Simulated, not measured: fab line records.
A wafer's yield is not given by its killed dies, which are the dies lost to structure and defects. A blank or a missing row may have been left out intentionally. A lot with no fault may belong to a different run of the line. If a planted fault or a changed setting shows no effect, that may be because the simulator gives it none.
Split-lot experiment    flow n5_finfet    39 wafers read across 7 lots, on a route 1938 steps long

ABOUT THE SPLIT
At N5_WELL_APT_IMPLANT_15, the setting energy_kev was moved away from the recipe's 25 on 9 of the 39 wafers read, by -12.3% to -7.9%. The other wafers ran this setting at the recipe's value.

The split's own step is where the reading is taken.

THE READING
The simulator's own value implant.drp_nm, read by no gauge, in nm at N5_WELL_APT_IMPLANT_15. The file gives no usual value for it.

wafer   tool, chamber at the split  energy_kev as run  against the recipe  implant.drp_nm, nm  against lot-mates on the recipe
L076.1  implanter-01, 0             25                 recipe              8.457               -
L076.3  implanter-01, 0             25                 recipe              8.457               -
L076.6  implanter-01, 0             25                 recipe              8.457               -
L076.2  implanter-01, 0             21.92              -12.3%              7.71                -0.747
L076.4  implanter-01, 0             21.92              -12.3%              7.71                -0.747
L076.5  implanter-01, 0             21.92              -12.3%              7.71                -0.747
L079.1  implanter-01, 0             25                 recipe              8.457               -
L079.2  implanter-01, 0             25                 recipe              8.457               -
L079.3  implanter-01, 0             25                 recipe              8.457               -
L079.4  implanter-01, 0             25                 recipe              8.457               -
L079.5  implanter-01, 0             25                 recipe              8.457               -
L079.6  implanter-01, 0             25                 recipe              8.457               -
L085.1  implanter-02, 0             25                 recipe              8.457               -
L085.4  implanter-02, 0             25                 recipe              8.457               -
L085.6  implanter-02, 0             25                 recipe              8.457               -
L085.2  implanter-02, 0             23.02              -7.9%               7.979               -0.478
L085.3  implanter-02, 0             23.02              -7.9%               7.979               -0.478
L085.5  implanter-02, 0             23.02              -7.9%               7.979               -0.478
L086.1  implanter-01, 0             25                 recipe              8.457               -
L086.3  implanter-01, 0             25                 recipe              8.457               -
L086.6  implanter-01, 0             25                 recipe              8.457               -
L086.2  implanter-01, 0             22.54              -9.8%               7.862               -0.595
L086.4  implanter-01, 0             22.54              -9.8%               7.862               -0.595
L086.5  implanter-01, 0             22.54              -9.8%               7.862               -0.595
L088.1  implanter-02, 0             25                 recipe              8.457               -
L088.2  implanter-02, 0             25                 recipe              8.457               -
L088.3  implanter-02, 0             25                 recipe              8.457               -
L088.4  implanter-02, 0             25                 recipe              8.457               -
L088.5  implanter-02, 0             25                 recipe              8.457               -
L088.6  implanter-02, 0             25                 recipe              8.457               -
L092.2  implanter-01, 0             25                 recipe              8.457               -
L092.3  implanter-01, 0             25                 recipe              8.457               -
L092.6  implanter-01, 0             25                 recipe              8.457               -
L096.1  implanter-01, 0             25                 recipe              8.457               -
L096.2  implanter-01, 0             25                 recipe              8.457               -
L096.3  implanter-01, 0             25                 recipe              8.457               -
L096.4  implanter-01, 0             25                 recipe              8.457               -
L096.5  implanter-01, 0             25                 recipe              8.457               -
L096.6  implanter-01, 0             25                 recipe              8.457               -

THE FIT
A straight line over all 39 wafers: implant.drp_nm changes by +0.0605 nm for each +1% of energy_kev; r = +1.00; the points scatter about the line by 0.00056 nm.
The same after taking each lot's own level away (the mean of its wafers on the recipe; 39 wafers): +0.0605 nm for each +1%; r = +1.00; scatter 0.00056 nm.
Per that fit: largest energy_kev move, reading shift of 0.75 nm.
The lots' own levels span 8.4570 to 8.4570 nm.
Consequently the slope shifts little with the lot-to-lot level, the two slopes agreeing.
Check: -0.745 nm against its lot-mates is what the line predicts for one of the wafers moved furthest among these (-12.3%) when that wafer is left out of the fit. It came out at -0.747 nm against them.

THE WHOLE CHAIN: every reading that the file lists as answering this split, in the file's order
step                    what it does  reading                                                          change (the file's fit)                 r (the file's)
N5_WELL_APT_IMPLANT_15                implant.rp_nm (the simulator's own value, which no gauge read)   +0.14 nm for each +1% of the setting    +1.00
N5_WELL_APT_IMPLANT_15                implant.drp_nm (the simulator's own value, which no gauge read)  +0.0606 nm for each +1% of the setting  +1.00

FILE'S OWN FIT
implant.drp_nm changes by +0.0606 nm for each +1% of energy_kev, r = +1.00.
